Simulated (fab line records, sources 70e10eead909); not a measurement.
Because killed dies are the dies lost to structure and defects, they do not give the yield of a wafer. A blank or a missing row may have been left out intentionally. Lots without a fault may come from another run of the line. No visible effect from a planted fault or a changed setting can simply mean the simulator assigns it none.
fab line records | flow nandHarc
record lots=24 wafers=72 lastDay=25
route steps=1159 shown A_SIN_REMOVE@808 A_CONTACT@856
lots with no fault: from the same line, run without faults
startH: start of the lot's first displayed wafer, in hours after the record's first day | waitH: hours since the lot's step before | " the same as in the row above | L1.1+2: a row that stands for several wafers | - value missing, or start not given | * or withheld: withheld | < > ~ a bound
route shown NAME@n: a module of which the file shows steps, and the number in the route of the first | usual: mean and standard deviation over wafers with no fault | same: alike in all rows | chamber/n: place in a boat | sites: per-site readings | _std_site: how widely they spread, as a standard deviation | _edge_site: inner sites' mean taken away from outer sites' mean | radiusMm: for every site, how far away it sits from the centre of the wafer | mask NAME#n: copy n | behind: the most recent tool/chamber to have shaped the wafer | hold: why the lot was held/for how many hours/how that ended | device: whichever transistor did not switch (one of n, p or np) | end of line: tests of these same wafers at the route's end | for a step that has no rows: nothing shown but its recipe | killed: dies lost to structure and defects at the first sort, not the wafer's yield | map: dies across one wafer; x = killed, . = not, _ = none there
set.NAME: the run value of the setting; set.NAME@STEP: its run value at that earlier step | model.NAME: the simulator's own value behind a step, which no gauge read
the route's steps for a sample of lots (tables are steps, rows are wafers)
services: the hour from which a tool's chamber was out of use, counted from the record's first day as startH (under 0 if before that day), plus the number of hours and why
## steps
# step NHARC_A_SIN_REMOVE_INSPECT_04
# usual rawDefectCount=297/68
# columns lot.wafer tool chamber startH waitH rawDefectCount
L074.1 defectInspect-01 - 334.06 0.0 284
L074.2 " - " " 294
L074.6 " - " " 242
L076.1 defectInspect-01 - 343.87 0.0 296
L076.3 " - " " 217
L076.6 " - " " 251
L075.2 defectInspect-02 - 343.89 0.1 275
L075.4 " - " " 359
L075.5 " - " " 446
L077.2 defectInspect-01 - 355.73 0.0 194
L077.4 " - " " 243
L077.6 " - " " 195
L078.1 defectInspect-01 - 368.89 0.0 241
L078.2 " - " " 288
L078.4 " - " " 164
L081.2 defectInspect-02 - 368.90 0.0 309
L081.4 " - " " 355
L081.5 " - " " 346
L079.1 defectInspect-01 - 368.91 0.0 334
L079.3 " - " " 348
L079.6 " - " " 329
L082.1 defectInspect-01 - 393.63 0.1 406
L082.3 " - " " 268
L082.4 " - " " 221
L084.1 defectInspect-01 - 393.64 0.1 394
L084.2 " - " " 400
L084.6 " - " " 222
L085.1 defectInspect-01 - 396.61 0.0 252
L085.5 " - " " 368
L085.6 " - " " 332
L083.2 defectInspect-02 - 396.62 0.0 306
L083.3 " - " " 321
L083.4 " - " " 407
L080.1 defectInspect-01 - 396.63 0.0 472
L080.5 " - " " 350
L080.6 " - " " 361
L087.2 defectInspect-02 - 435.57 0.0 237
L087.3 " - " " 285
L087.4 " - " " 283
L086.1 defectInspect-01 - 435.58 0.0 275
L086.2 " - " " 293
L086.4 " - " " 283
L088.1 defectInspect-02 - 435.59 0.0 299
L088.3 " - " " 185
L088.4 " - " " 370
L091.1 defectInspect-02 - 435.62 0.0 273
L091.3 " - " " 301
L091.5 " - " " 346
L089.2 defectInspect-01 - 438.90 0.0 212
L089.4 " - " " 317
L089.6 " - " " 339
L092.2 defectInspect-02 - 446.73 0.0 233
L092.4 " - " " 230
L092.5 " - " " 244
L090.1 defectInspect-01 - 446.73 0.0 341
L090.2 " - " " 258
L090.4 " - " " 241
L094.1 defectInspect-01 - 467.31 0.0 242
L094.3 " - " " 319
L094.5 " - " " 205
L096.1 defectInspect-01 - 467.32 0.0 188
L096.5 " - " " 356
L096.6 " - " " 303
L093.2 defectInspect-01 - 467.33 0.0 211
L093.3 " - " " 295
L093.5 " - " " 299
L097.2 defectInspect-01 - 473.10 0.0 338
L097.4 " - " " 257
L097.5 " - " " 341
L095.1 defectInspect-02 - 473.11 0.0 231
L095.4 " - " " 245
L095.6 " - " " 239
# step NHARC_A_CONTACT_INSPECT_44
# usual rawDefectCount=25/12
# columns lot.wafer tool chamber startH waitH rawDefectCount
L074.1 defectInspect-02 - 370.76 0.0 23
L074.2 " - " " 15
L074.6 " - " " 19
L075.2 defectInspect-01 - 380.81 0.0 8
L075.4 " - " " 14
L075.5 " - " " 16
L076.1 defectInspect-01 - 388.54 0.0 14
L076.3 " - " " 16
L076.6 " - " " 22
L077.2 defectInspect-01 - 392.39 0.0 28
L077.4 " - " " 34
L077.6 " - " " 27
L081.2 defectInspect-01 - 400.69 0.0 13
L081.4 " - " " 11
L081.5 " - " " 11
L078.1 defectInspect-01 - 404.09 0.0 7
L078.2 " - " " 11
L078.4 " - " " 9
L079.1 defectInspect-01 - 406.20 0.1 38
L079.3 " - " " 36
L079.6 " - " " 28
L082.1 defectInspect-01 - 430.47 0.0 33
L082.3 " - " " 24
L082.4 " - " " 19
L084.1 defectInspect-02 - 430.58 0.0 37
L084.2 " - " " 36
L084.6 " - " " 50
L080.1 defectInspect-02 - 437.84 0.0 18
L080.5 " - " " 30
L080.6 " - " " 26
L083.2 defectInspect-01 - 443.19 0.0 28
L083.3 " - " " 21
L083.4 " - " " 31
L085.1 defectInspect-01 - 443.34 0.0 23
L085.5 " - " " 24
L085.6 " - " " 19
L091.1 defectInspect-01 - 468.25 0.0 46
L091.3 " - " " 59
L091.5 " - " " 38
L087.2 defectInspect-01 - 470.58 0.0 8
L087.3 " - " " 13
L087.4 " - " " 9
L086.1 defectInspect-02 - 472.29 0.0 22
L086.2 " - " " 15
L086.4 " - " " 25
L088.1 defectInspect-01 - 474.97 0.0 38
L088.3 " - " " 46
L088.4 " - " " 52
L089.2 defectInspect-02 - 479.09 0.0 32
L089.4 " - " " 38
L089.6 " - " " 40
L090.1 defectInspect-01 - 490.54 0.0 32
L090.2 " - " " 27
L090.4 " - " " 32
L092.2 defectInspect-02 - 493.87 0.0 8
L092.4 " - " " 14
L092.5 " - " " 10
L094.1 defectInspect-02 - 500.70 0.0 40
L094.3 " - " " 36
L094.5 " - " " 38
L096.1 defectInspect-01 - 501.57 0.0 18
L096.5 " - " " 25
L096.6 " - " " 17
L093.2 defectInspect-02 - 506.50 0.0 31
L093.3 " - " " 30
L093.5 " - " " 36
L095.1 defectInspect-01 - 515.71 0.0 21
L095.4 " - " " 12
L095.6 " - " " 17
L097.2 defectInspect-01 - 516.57 0.0 11
L097.4 " - " " 7
L097.5 " - " " 10
# step NHARC_A_CONTACT_ETCH_123
# recipe sourceW=withheld pressureMtorr=20 biasV=400 timeS=253 targetDepthA=10900 arFlowSccm=withheld c4f8FlowSccm=11.5 o2FlowSccm=7.2 chemistry=C4F8/O2/Ar
# usual oesAirLineAu=0.997/0.02
# columns lot.wafer tool chamber startH waitH oesAirLineAu rfHoursCounterH
L074.2 harCapEtch-01 1 373.31 0.1 1.015 53
L074.1 " 0 " " 1.005 53
L074.6 " 0 " " 0.987 -
L075.2 harCapEtch-02 1 383.52 0.1 0.988 9
L075.4 " 0 " " 0.986 -
L075.5 " 1 " " 1.002 -
L076.1 harCapEtch-03 0 391.35 0.1 1.005 81
L076.3 " 1 " " 0.974 -
L076.6 " 1 " " 0.949 -
L077.2 harCapEtch-02 1 395.09 0.1 1.012 12
L077.4 " 1 " " 1.016 -
L077.6 " 0 " " 1.023 -
L081.2 harCapEtch-03 0 403.25 0.1 1.005 84
L081.4 " 0 " " 0.985 -
L081.5 " 1 " " 1.009 -
L078.1 harCapEtch-03 1 407.05 0.1 0.985 85
L078.2 " 0 " " 1.000 85
L078.4 " 1 " " 1.010 -
L079.1 harCapEtch-01 0 408.77 0.1 0.995 63
L079.3 " 1 " " 1.041 -
L079.6 " 1 " " 0.982 -
L082.1 harCapEtch-03 1 433.05 0.1 1.008 88
L082.3 " 0 " " 0.976 -
L082.4 " 1 " " 0.987 -
L084.1 harCapEtch-01 1 433.11 0.1 0.988 66
L084.2 " 0 " " 0.945 66
L084.6 " 0 " " 0.978 -
L080.1 harCapEtch-01 0 440.42 0.1 1.003 68
L080.5 " 0 " " 1.041 -
L080.6 " 1 " " 1.033 -
L083.2 harCapEtch-02 0 445.94 0.1 0.992 18
L083.4 " 1 " " 0.992 -
L083.3 " 0 " " 0.999 -
L085.1 harCapEtch-03 0 446.36 0.1 0.983 91
L085.5 " 0 " " 0.984 -
L085.6 " 1 " " 0.982 -
L091.1 harCapEtch-02 1 471.01 0.1 0.992 21
L091.3 " 0 " " 0.974 -
L091.5 " 0 " " 0.971 -
L087.2 harCapEtch-01 1 473.20 0.1 0.993 72
L087.3 " 0 " " 0.980 -
L087.4 " 1 " " 1.009 -
L086.2 harCapEtch-03 1 474.84 0.1 1.019 94
L086.1 " 0 " " 0.987 94
L086.4 " 0 " " 0.984 -
L088.1 harCapEtch-02 1 477.56 0.1 0.991 23
L088.3 " 0 " " 0.980 -
L088.4 " 1 " " 0.991 -
L089.2 harCapEtch-02 1 481.61 0.1 1.027 24
L089.4 " 1 " " 1.006 -
L089.6 " 1 " " 1.008 -
L090.1 harCapEtch-03 1 493.48 0.1 1.011 98
L090.2 " 0 " " 1.026 98
L090.4 " 0 " " 0.999 -
L092.2 harCapEtch-02 0 496.41 0.1 0.968 27
L092.4 " 0 " " 0.978 -
L092.5 " 0 " " 0.977 -
L094.1 harCapEtch-03 0 503.98 0.2 0.985 100
L094.3 " 1 " " 0.988 -
L094.5 " 1 " " 0.976 -
L096.1 harCapEtch-01 1 504.16 0.1 0.991 78
L096.5 " 0 " " 0.981 -
L096.6 " 1 " " 1.028 -
L093.2 harCapEtch-01 1 509.03 0.1 1.022 80
L093.3 " 0 " " 1.036 -
L093.5 " 0 " " 1.028 -
L095.1 harCapEtch-01 0 518.29 0.1 0.983 82
L095.4 " 1 " " 1.008 -
L095.6 " 1 " " 0.996 -
L097.2 harCapEtch-03 1 519.67 0.2 1.004 103
L097.4 " 0 " " 0.947 -
L097.5 " 0 " " 0.988 -
# step NHARC_A_CONTACT_STRIP_55
# recipe o2FlowSccm=500 arFlowSccm=0 biasW=0 chemistry=O2
# usual drypumpMotorCurrentA=5.8/0.3 oesProductAu=0.996/0.013 rfVppV=57.8/0.9 showerheadPlenumPTorr=3.54/0.18 throttleValvePct=17.036/0.0085
# columns lot.wafer tool chamber startH waitH drypumpMotorCurrentA oesProductAu rfHoursCounterH rfVppV showerheadPlenumPTorr throttleValvePct
L074.2 rieDiel-03 3 - - 6.2 0.990 47 56.8 3.64 17.028
L074.1 " 2 " " 5.9 0.996 46 57.0 3.29 17.037
L074.6 " 0 " " 6.1 0.990 - 56.7 3.40 17.030
L075.2 rieDiel-03 3 - - 6.2 0.992 50 58.8 3.64 17.030
L075.5 " 2 " " 5.9 1.004 - 57.7 3.28 17.039
L075.4 " 3 " " 6.2 0.991 - 59.7 3.64 17.033
L076.3 rieDiel-06 3 392.51 - 6.1 1.003 29 57.5 3.28 17.026
L076.1 " 2 " " 5.6 1.006 30 58.8 3.69 17.033
L076.6 " 0 " " 5.4 0.981 - 59.0 3.38 17.033
L077.4 rieDiel-06 0 - - 5.4 0.977 22 56.6 3.38 17.037
L077.2 " 2 " " 5.6 1.008 31 58.9 3.69 17.041
L077.6 " 3 " " 6.1 1.011 - 58.1 3.28 17.030
L081.4 rieDiel-06 0 - - 5.4 0.985 24 57.8 3.37 17.017
L081.2 " 2 " " 5.6 1.015 33 58.0 3.69 17.039
L081.5 " 0 " " 5.4 0.989 - 56.7 3.37 17.038
L078.2 rieDiel-03 1 - - 6.4 0.982 4 57.8 3.41 17.021
L078.1 " 2 " " 5.9 1.007 3 58.2 3.81 17.037
L078.4 " 3 " " 6.2 0.998 3 59.4 3.64 17.030
L079.3 rieDiel-13 3 - - 6.1 1.027 47 57.9 3.27 17.033
L079.1 " 1 " " 5.8 1.007 40 57.6 3.35 17.044
L079.6 " 3 " " 6.1 1.028 - 58.2 3.27 17.038
L082.4 rieDiel-06 1 - - 5.9 0.997 1 56.6 3.51 17.045
L082.3 " 2 " " 5.6 0.993 1 58.5 3.69 17.047
L082.1 " 3 " " 6.1 0.966 1 58.5 3.81 17.052
L084.1 rieDiel-03 3 - - 6.2 0.999 10 57.4 3.64 17.019
L084.2 " 0 " " 6.1 0.998 11 56.7 3.39 17.046
L084.6 " 3 " " 6.2 0.997 - 57.5 3.64 17.033
L080.1 rieDiel-06 0 - - 5.4 0.995 2 56.9 3.37 17.037
L080.6 " 1 " " 5.8 0.998 - 56.2 3.51 17.042
L080.5 " 2 " " 5.6 1.002 - 57.3 3.69 17.042
L083.2 rieDiel-06 2 - - 5.7 1.005 3 59.1 3.69 17.033
L083.4 " 3 " " 6.1 0.995 4 57.8 3.81 17.040
L083.3 " 0 " " 5.4 0.996 5 57.8 3.37 17.043
L085.1 rieDiel-06 2 - - 5.6 1.006 3 59.2 3.69 17.034
L085.6 " 2 " " 5.6 1.005 - 58.4 3.69 17.034
L085.5 " 3 " " 6.1 0.968 - 59.9 3.81 17.028
L091.1 rieDiel-06 1 - - 5.8 1.004 8 59.5 3.51 17.031
L091.3 " 2 " " 5.6 0.992 7 58.3 3.68 17.054
L091.5 " 1 " " 5.8 1.009 - 58.2 3.51 17.046
L087.2 rieDiel-06 2 - - 5.6 0.992 7 60.4 3.69 17.026
L087.3 " 3 " " 6.1 0.969 8 58.1 3.80 17.036
L087.4 " 0 " " 5.4 1.001 9 58.6 3.37 17.026
L086.2 rieDiel-03 3 - - 6.2 0.983 31 58.2 3.62 17.045
L086.4 " 0 " " 6.1 0.995 32 57.6 3.38 17.039
L086.1 " 1 " " 6.4 0.981 31 56.1 3.39 17.021
L088.4 rieDiel-06 2 - - 5.6 1.004 8 57.5 3.68 17.042
L088.3 " 3 " " 6.1 0.972 10 57.5 3.80 17.040
L088.1 " 0 " " 5.4 0.992 11 56.2 3.37 17.030
L089.4 rieDiel-06 2 - - 5.6 1.002 9 57.1 3.68 17.038
L089.2 " 3 " " 6.1 0.964 11 58.6 3.80 17.028
L089.6 " 1 " " 5.8 1.006 - 58.5 3.51 17.020
L090.1 rieDiel-13 1 - - 5.8 1.005 13 57.9 3.34 17.027
L090.4 " 3 " " 6.1 1.009 13 58.9 3.80 17.039
L090.2 " 0 " " 5.9 0.992 13 57.2 3.48 17.038
L092.2 rieDiel-06 3 - - 6.0 0.987 15 57.9 3.80 17.037
L092.4 " 3 " " 6.0 0.975 - 58.4 3.80 17.043
L092.5 " 1 " " 5.8 1.009 - 57.4 3.51 17.029
L094.3 rieDiel-03 0 - - 6.1 1.000 40 57.8 3.37 17.042
L094.1 " 2 " " 5.9 1.012 40 58.6 3.79 17.037
L094.5 " 0 " " 6.1 0.988 - 57.5 3.37 17.055
L096.1 rieDiel-03 1 - - 6.4 0.995 40 56.2 3.39 17.047
L096.5 " 3 " " 6.2 0.975 - 59.1 3.62 17.043
L096.6 " 0 " " 6.1 0.987 - 57.6 3.37 17.041
L093.2 rieDiel-13 3 - - 6.1 1.005 20 58.0 3.80 17.032
L093.3 " 0 " " 5.9 0.977 18 57.8 3.47 17.044
L093.5 " 2 " " 5.2 0.982 - 57.1 3.73 17.031
L095.4 rieDiel-13 0 - - 5.9 0.984 21 56.9 3.47 17.038
L095.1 " 3 " " 6.1 1.020 24 58.8 3.79 17.046
L095.6 " 1 " " 5.8 1.017 - 57.1 3.33 17.039
L097.2 rieDiel-06 3 - - 6.1 0.986 19 58.2 3.80 17.034
L097.4 " 1 " " 5.8 1.015 18 57.7 3.51 17.038
L097.5 " 3 " " 6.1 0.993 - 59.8 3.80 17.023
# step NHARC_A_CONTACT_OVL_MEAS_70
# usual overlayXNm=0.0/0.65 overlayYNm=-0.5/0.76
# columns lot.wafer tool chamber startH waitH overlayXNm overlayYNm
L074.1 overlay-01 - 380.61 - -0.4 -0.7
L074.2 " - " " -0.4 -1.1
L074.6 " - " " -0.2 -0.7
L075.2 overlay-01 - 391.23 - 0.8 -1.2
L075.4 " - " " 0.9 -0.5
L075.5 " - " " 0.6 -0.6
L076.1 overlay-02 - 397.30 - 0.0 0.3
L076.3 " - " " 0.5 0.6
L076.6 " - " " -0.3 0.3
L077.2 overlay-01 - 400.74 - -0.9 -1.7
L077.4 " - " " -0.7 -2.2
L077.6 " - " " -0.7 -1.8
L081.2 overlay-02 - 407.99 - 0.3 -0.9
L081.4 " - " " -0.1 -1.0
L081.5 " - " " -0.2 -1.4
L078.1 overlay-01 - 411.35 - 0.6 -0.8
L078.2 " - " " -0.1 -1.1
L078.4 " - " " 0.1 -0.8
L079.1 overlay-02 - 413.06 - -0.5 0.4
L079.3 " - " " 0.0 0.3
L079.6 " - " " -0.1 0.2
L082.1 overlay-02 - 437.42 - -0.1 -0.5
L082.3 " - " " 0.0 -0.1
L082.4 " - " " 0.2 -0.5
L084.1 overlay-01 - 437.57 - -0.2 -0.7
L084.2 " - " " 0.7 -0.4
L084.6 " - " " 0.6 -1.5
L080.1 overlay-01 - 444.89 - -0.1 -0.7
L080.5 " - " " -0.6 -0.9
L080.6 " - " " -0.2 -1.2
L083.2 overlay-01 - 450.85 - -0.6 -0.5
L083.3 " - " " -0.3 -0.1
L083.4 " - " " -0.3 -0.6
L085.1 overlay-02 - 451.00 - -1.0 -0.2
L085.5 " - " " -0.4 -0.1
L085.6 " - " " -1.0 -0.5
L091.1 overlay-02 - 475.43 - 1.0 -0.7
L091.3 " - " " 0.5 -1.0
L091.5 " - " " 0.6 -0.8
L087.2 overlay-02 - 477.46 - -0.3 0.5
L087.3 " - " " -0.1 0.3
L087.4 " - " " -1.2 0.7
L086.1 overlay-01 - 482.98 - 0.3 0.1
L086.2 " - " " 0.7 0.4
L086.4 " - " " -0.5 0.3
L088.1 overlay-01 - 484.73 - 0.9 -2.2
L088.3 " - " " 1.0 -2.5
L088.4 " - " " 1.1 -2.6
L089.2 overlay-01 - 490.93 - 0.1 -0.2
L089.4 " - " " 0.1 0.2
L089.6 " - " " -0.1 0.3
L090.1 overlay-02 - 499.25 - -0.8 -0.5
L090.2 " - " " -0.3 -1.6
L090.4 " - " " -0.7 -1.3
L092.2 overlay-01 - 501.36 - 0.9 -0.1
L092.4 " - " " 0.9 0.0
L092.5 " - " " 0.9 -0.2
L094.1 overlay-01 - 508.60 - -0.8 -1.1
L094.3 " - " " -0.6 -0.7
L094.5 " - " " -0.4 -1.5
L096.1 overlay-02 - 508.80 - -1.1 -0.1
L096.5 " - " " -0.5 -0.8
L096.6 " - " " -0.6 -0.2
L093.2 overlay-01 - 513.47 - 0.7 0.9
L093.3 " - " " 0.5 0.7
L093.5 " - " " 0.9 0.4
L095.1 overlay-01 - 522.70 - -0.4 -0.4
L095.4 " - " " -0.2 0.1
L095.6 " - " " -0.1 -0.3
L097.2 overlay-01 - 524.12 - 1.5 -0.3
L097.4 " - " " 1.5 -0.1
L097.5 " - " " 0.7 -0.6
# step NHARC_A_CONTACT_ETCH_30
# recipe targetDepthA=605 timeS=30.2 cf4FlowSccm=100 chf3FlowSccm=30 arFlowSccm=0 rfW=500 biasW=200 chemistry=CF4/CHF3
# usual drypumpMotorCurrentA=5.8/0.31 oesProductAu=0.937/0.024 rfVppV=370.7/2.7 showerheadPlenumPTorr=1.58/0.08 throttleValvePct=16.803/0.0091
# columns lot.wafer tool chamber startH waitH drypumpMotorCurrentA oesProductAu rfHoursCounterH rfVppV showerheadPlenumPTorr throttleValvePct
L074.2 rieDiel-03 2 - - 5.9 0.913 51 368.0 1.46 16.797
L074.1 " 3 " " 6.1 0.920 52 371.5 1.62 16.807
L074.6 " 3 " " 6.1 0.918 - 373.1 1.63 16.797
L075.2 rieDiel-06 1 - - 5.8 0.913 28 369.7 1.57 16.816
L075.4 " 2 " " 5.6 0.933 31 372.6 1.65 16.820
L075.5 " 2 " " 5.6 0.924 - 374.9 1.65 16.790
L076.3 rieDiel-03 1 - - 6.4 0.941 3 368.6 1.52 16.801
L076.1 " 2 " " 5.9 0.955 2 373.8 1.70 16.809
L076.6 " 0 " " 6.1 0.944 - 368.1 1.51 16.822
L077.2 rieDiel-13 0 - - 5.9 0.923 43 371.2 1.56 16.811
L077.4 " 1 " " 5.8 0.934 40 368.1 1.49 16.797
L077.6 " 0 " " 5.9 0.920 - 370.5 1.56 16.804
L081.2 rieDiel-06 0 - - 5.4 0.959 27 368.6 1.50 16.815
L081.5 " 2 " " 5.6 0.972 - 374.5 1.65 16.802
L081.4 " 3 " " 6.1 0.971 - 367.3 1.46 16.805
L078.1 rieDiel-13 2 - - 5.1 0.906 49 372.4 1.67 16.806
L078.4 " 0 " " 5.9 0.917 46 369.1 1.56 16.799
L078.2 " 1 " " 5.8 0.939 43 368.0 1.49 16.814
L079.3 rieDiel-13 3 - - 6.1 0.942 50 367.6 1.46 16.804
L079.1 " 2 " " 5.1 0.917 49 372.8 1.67 16.812
L079.6 " 0 " " 5.9 0.912 - 368.4 1.56 16.817
L082.1 rieDiel-03 3 - - 6.2 0.962 16 371.6 1.62 16.815
L082.4 " 0 " " 6.1 0.943 17 369.7 1.51 16.808
L082.3 " 2 " " 5.9 0.969 15 375.1 1.70 16.789
L084.2 rieDiel-13 1 - - 5.8 0.909 52 367.1 1.49 16.804
L084.1 " 0 " " 5.9 0.911 55 370.8 1.55 16.799
L084.6 " 2 " " 5.2 0.903 - 373.3 1.67 16.810
L080.1 rieDiel-03 3 - - 6.2 0.967 21 370.7 1.62 16.805
L080.6 " 1 " " 6.4 0.946 - 369.2 1.52 16.793
L080.5 " 2 " " 5.9 0.964 - 374.7 1.69 16.804
L083.4 rieDiel-06 2 - - 5.6 0.937 5 372.2 1.64 16.798
L083.3 " 3 " " 6.1 0.900 6 374.2 1.70 16.802
L083.2 " 0 " " 5.4 0.931 7 369.0 1.50 16.812
L085.1 rieDiel-03 1 - - 6.4 0.937 25 368.7 1.51 16.798
L085.6 " 1 " " 6.4 0.955 - 365.6 1.51 16.811
L085.5 " 2 " " 5.9 0.984 - 374.9 1.69 16.803
L091.3 rieDiel-06 2 - - 5.6 0.934 10 374.6 1.64 16.804
L091.1 " 3 " " 6.0 0.916 12 373.7 1.70 16.800
L091.5 " 1 " " 5.9 0.936 - 368.5 1.56 16.808
L087.3 rieDiel-06 2 - - 5.6 0.926 11 371.7 1.64 16.804
L087.2 " 3 " " 6.0 0.914 12 374.1 1.70 16.799
L087.4 " 1 " " 5.8 0.929 11 369.5 1.56 16.812
L086.1 rieDiel-06 0 - - 5.4 0.925 14 367.6 1.50 16.803
L086.2 " 1 " " 5.9 0.926 12 370.8 1.56 16.816
L086.4 " 0 " " 5.4 0.927 - 367.4 1.50 16.797
L088.1 rieDiel-06 1 - - 5.8 0.936 13 370.8 1.56 16.797
L088.3 " 3 " " 6.0 0.902 14 375.4 1.70 16.783
L088.4 " 0 " " 5.4 0.924 - 368.7 1.50 16.790
L089.2 rieDiel-06 3 - - 6.1 0.915 15 373.2 1.70 16.805
L089.6 " 1 " " 5.8 0.936 - 370.9 1.56 16.822
L089.4 " 0 " " 5.4 0.921 - 368.4 1.50 16.800
L090.2 rieDiel-06 1 - - 5.8 0.965 15 370.8 1.56 16.800
L090.1 " 3 " " 6.0 0.953 16 374.9 1.70 16.812
L090.4 " 0 " " 5.4 0.968 - 367.8 1.50 16.801
L092.2 rieDiel-06 3 - - 6.0 0.911 17 375.7 1.70 16.795
L092.4 " 1 " " 5.8 0.942 16 371.1 1.56 16.817
L092.5 " 3 " " 6.1 0.911 - 374.8 1.70 16.806
L094.1 rieDiel-13 1 - - 5.8 0.930 22 369.2 1.49 16.807
L094.3 " 3 " " 6.1 0.937 23 375.1 1.69 16.804
L094.5 " 0 " " 5.9 0.899 - 369.3 1.55 16.802
L096.1 rieDiel-06 0 - - 5.4 0.969 19 367.5 1.50 16.797
L096.5 " 0 " " 5.4 0.964 - 367.9 1.50 16.803
L096.6 " 1 " " 5.8 0.992 - 371.4 1.56 16.807
L093.2 rieDiel-03 1 - - 6.4 0.920 47 368.1 1.51 16.796
L093.3 " 2 " " 5.9 0.921 47 374.9 1.69 16.808
L093.5 " 3 " " 6.2 0.906 - 372.8 1.61 16.801
L095.1 rieDiel-06 1 - - 5.8 0.972 19 370.3 1.56 16.783
L095.4 " 3 " " 6.0 0.917 21 373.1 1.69 16.813
L095.6 " 1 " " 5.8 0.972 - 370.3 1.56 16.802
L097.2 rieDiel-13 1 - - 5.8 0.972 29 367.2 1.48 16.803
L097.4 " 2 " " 5.2 0.939 31 373.5 1.66 16.792
L097.5 " 3 " " 6.1 0.981 - 373.7 1.69 16.806
## services
# columns tool chamber startH hours kind
rieDiel-06 1 349.60 10.7 repair
rieDiel-06 0 361.18 5.0 repair
rieDiel-06 0 372.96 - clean
rieDiel-06 1 372.96 - clean
rieDiel-06 2 372.96 - clean
rieDiel-06 3 372.96 - clean
rieDiel-03 1 373.11 22.4 repair
rieDiel-03 - 392.36 9.0 pm
rieDiel-06 0 397.46 - clean
rieDiel-06 1 397.46 - clean
rieDiel-06 2 397.46 - clean
rieDiel-06 3 397.46 - clean
rieDiel-06 - 418.20 9.0 pm
rieDiel-06 0 418.20 9.0 ventCycle
rieDiel-06 1 418.20 9.3 ventCycle
rieDiel-06 2 418.20 9.0 ventCycle
rieDiel-06 3 418.20 9.0 ventCycle
rieDiel-06 0 427.20 - clean
rieDiel-06 2 427.20 - clean
rieDiel-06 3 427.20 - clean
rieDiel-06 3 427.20 - consumableReplace:showerhead
rieDiel-13 - 453.37 9.0 pm
rieDiel-13 - 470.70 1.6 repair
rieDiel-06 2 492.00 16.2 repair
## key
fault none
